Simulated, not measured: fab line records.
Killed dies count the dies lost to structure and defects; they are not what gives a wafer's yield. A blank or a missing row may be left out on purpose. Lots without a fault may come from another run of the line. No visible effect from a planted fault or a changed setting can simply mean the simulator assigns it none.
Chamber matching + flow nand_harc + NHARC_A_STAIRCASE_DESCUM_252 on rie_diel-06: 4 sister chambers
The step chemistry O2, time 3 s. 22 wafers are shown with their chamber, then 11 later ones without.

## WAFERS, EACH WITH ITS CHAMBER
| wafer  | chamber | showerhead_plenum_p_Torr (Torr) | drypump_motor_current_A (A) | oes_product_au (a.u.) |
|--------|---------|---------------------------------|-----------------------------|-----------------------|
| L075.2 | 1       | 1.89                            | 5.3                         | 0.971                 |
| L075.5 | 2       | 1.84                            | 5.4                         | 0.993                 |
| L075.6 | 1       | 1.89                            | 5.3                         | 0.978                 |
| L074.1 | 3       | 1.95                            | 6.0                         | 1.000                 |
| L074.4 | 0       | 2.05                            | 5.0                         | 0.988                 |
| L074.6 | 0       | 2.05                            | 5.0                         | 0.991                 |
| L074.2 | 2       | 1.84                            | 5.4                         | 0.991                 |
| L074.3 | 1       | 1.89                            | 5.3                         | 0.982                 |
| L074.5 | 3       | 1.95                            | 5.9                         | 0.997                 |
| L079.1 | 2       | 1.84                            | 5.4                         | 0.993                 |
| L079.2 | 3       | 1.94                            | 5.9                         | 0.991                 |
| L079.3 | 0       | 2.05                            | 5.0                         | 0.999                 |
| L080.1 | 1       | 1.89                            | 5.3                         | 0.986                 |
| L080.3 | 0       | 2.05                            | 5.0                         | 1.004                 |
| L080.5 | 1       | 1.89                            | 5.3                         | 0.981                 |
| L084.1 | 1       | 1.89                            | 5.2                         | 0.976                 |
| L084.3 | 3       | 1.94                            | 5.9                         | 1.000                 |
| L084.6 | 3       | 1.94                            | 5.9                         | 1.003                 |
| L086.1 | 3       | 1.94                            | 5.9                         | 0.990                 |
| L086.3 | 0       | 2.04                            | 5.0                         | 0.991                 |
| L086.4 | 2       | 1.83                            | 5.4                         | 0.988                 |
| L088.1 | 0       | 2.04                            | 5.0                         | 0.977                 |

SIGNATURES (means of the wafers above)
| reading                  | chamber 0 | chamber 1 | chamber 2 | chamber 3 | scatter within a chamber |
|--------------------------|-----------|-----------|-----------|-----------|--------------------------|
| showerhead_plenum_p_Torr | 2.0467    | 1.8900    | 1.8375    | 1.9433    | 0.00436                  |
| drypump_motor_current_A  | 5.000     | 5.283     | 5.400     | 5.917     | 0.0304                   |
| oes_product_au           | 0.99167   | 0.97900   | 0.99125   | 0.99683   | 0.00635                  |
Rule: a wafer lies at a distance from a chamber equal to the root of the sum of squares, over the readings, of (its reading less the chamber's mean, divided by the reading's scatter). The wafer belongs to the nearest chamber; if the next one is less than 2 further off, it can't be placed. The scatter: take each reading less its chamber's mean, square it, sum over the shown wafers, divide by the number of wafers less the number of chambers, and take the root.

## WAFERS WITHOUT THEIR CHAMBER
| wafer  | showerhead_plenum_p_Torr (Torr) | drypump_motor_current_A (A) | oes_product_au (a.u.) |
|--------|---------------------------------|-----------------------------|-----------------------|
| L088.2 | 1.93                            | 5.9                         | 0.985                 |
| L088.5 | 1.93                            | 5.9                         | 0.981                 |
| L093.2 | 1.83                            | 5.4                         | 1.004                 |
| L093.3 | 1.93                            | 5.9                         | 0.995                 |
| L093.6 | 1.88                            | 5.3                         | 1.007                 |
| L094.1 | 2.03                            | 5.0                         | 0.982                 |
| L094.3 | 1.87                            | 5.3                         | 1.011                 |
| L094.4 | 1.93                            | 5.9                         | 0.994                 |
| L097.1 | 1.87                            | 5.3                         | 1.017                 |
| L097.2 | 2.03                            | 5.0                         | 0.987                 |
| L097.5 | 1.82                            | 5.4                         | 1.006                 |

## WHICH CHAMBER EACH WENT THROUGH
| wafer  | from the rows above     | in truth |
|--------|-------------------------|----------|
| L088.2 | 3                       | 3        |
| L088.5 | 3                       | 3        |
| L093.2 | 2                       | 2        |
| L093.3 | 3                       | 3        |
| L093.6 | 1                       | 1        |
| L094.1 | 0                       | 0        |
| L094.3 | can't be placed: 1 or 2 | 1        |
| L094.4 | 3                       | 3        |
| L097.1 | can't be placed: 1 or 2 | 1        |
| L097.2 | 0                       | 0        |
| L097.5 | 2                       | 2        |
9 of 11 placed correctly. These rows do not allow placing 2 (true chamber among the candidates in 2). Number placed wrongly: 0.
